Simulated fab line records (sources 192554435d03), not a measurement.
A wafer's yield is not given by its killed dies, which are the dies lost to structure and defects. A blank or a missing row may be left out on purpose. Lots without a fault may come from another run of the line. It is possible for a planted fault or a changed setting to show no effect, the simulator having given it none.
Chamber matching -- flow n5Finfet -- 3 sister chambers for N5_BEOL_M10_CURE_71 on uvCure-03
The step cures SiCOH lowk, time 240 s. 20 wafers are shown with their chamber, then 10 later ones without.

## WAFERS, EACH WITH ITS CHAMBER
wafer,chamber,wafer_temp_C_max,lampPowerPct (%)
L075.1,1,386.5,52.27
L075.2,1,386.3,52.33
L075.4,1,386.2,52.31
L078.1,2,386.5,52.27
L078.2,2,386.4,52.29
L078.3,2,386.9,52.33
L080.2,0,386.5,52.31
L080.5,0,387.3,52.37
L080.6,0,386.7,52.27
L083.1,1,386.4,52.29
L083.3,1,386.2,52.39
L083.5,1,387.0,52.23
L086.2,1,386.5,52.35
L086.5,1,385.8,52.42
L086.6,1,385.9,52.39
L087.3,0,387.3,52.40
L087.5,0,386.8,52.32
L087.6,0,387.9,52.18
L091.1,1,386.0,52.30
L091.5,1,386.2,52.33

SIGNATURES (means of the wafers above)
reading,chamber 0,chamber 1,chamber 2,scatter within a chamber
wafer_temp_C_max,387.083,386.273,386.600,0.389
lampPowerPct,52.3083,52.3282,52.2967,0.0615
Rule: a wafer's distance from a chamber is the root of the sum, over the readings, of the square of ((its reading less the chamber's mean) divided by the reading's scatter). The wafer belongs to the nearest chamber; if the next one is less than 2 further off, it can't be placed. The scatter: the root of (the sum of the squares of (reading less its chamber's mean) over the shown wafers, divided by (wafers less chambers)).

## WAFERS WITHOUT THEIR CHAMBER
wafer,wafer_temp_C_max,lampPowerPct (%)
L091.6,386.2,52.18
L094.2,387.1,52.31
L094.4,386.7,52.35
L094.6,387.4,52.32
L095.1,386.9,52.30
L095.2,386.8,52.34
L095.3,386.4,52.25
L095.4,387.4,52.29
L095.5,387.3,52.26
L095.6,386.0,52.33

## WHICH CHAMBER EACH WENT THROUGH
wafer,from the rows above,in truth
L091.6,can't be placed: 2 or 1 or 0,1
L094.2,can't be placed: 0 or 2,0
L094.4,can't be placed: 2 or 1 or 0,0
L094.6,can't be placed: 0 or 2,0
L095.1,can't be placed: 0 or 2 or 1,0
L095.2,can't be placed: 2 or 0 or 1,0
L095.3,can't be placed: 2 or 1 or 0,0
L095.4,can't be placed: 0 or 2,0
L095.5,can't be placed: 0 or 2 or 1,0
L095.6,can't be placed: 1 or 2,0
0 of 10 placed correctly. Cannot be placed on the basis of these rows: 10; the candidates contain the true chamber in 9. Placed wrongly: 0.
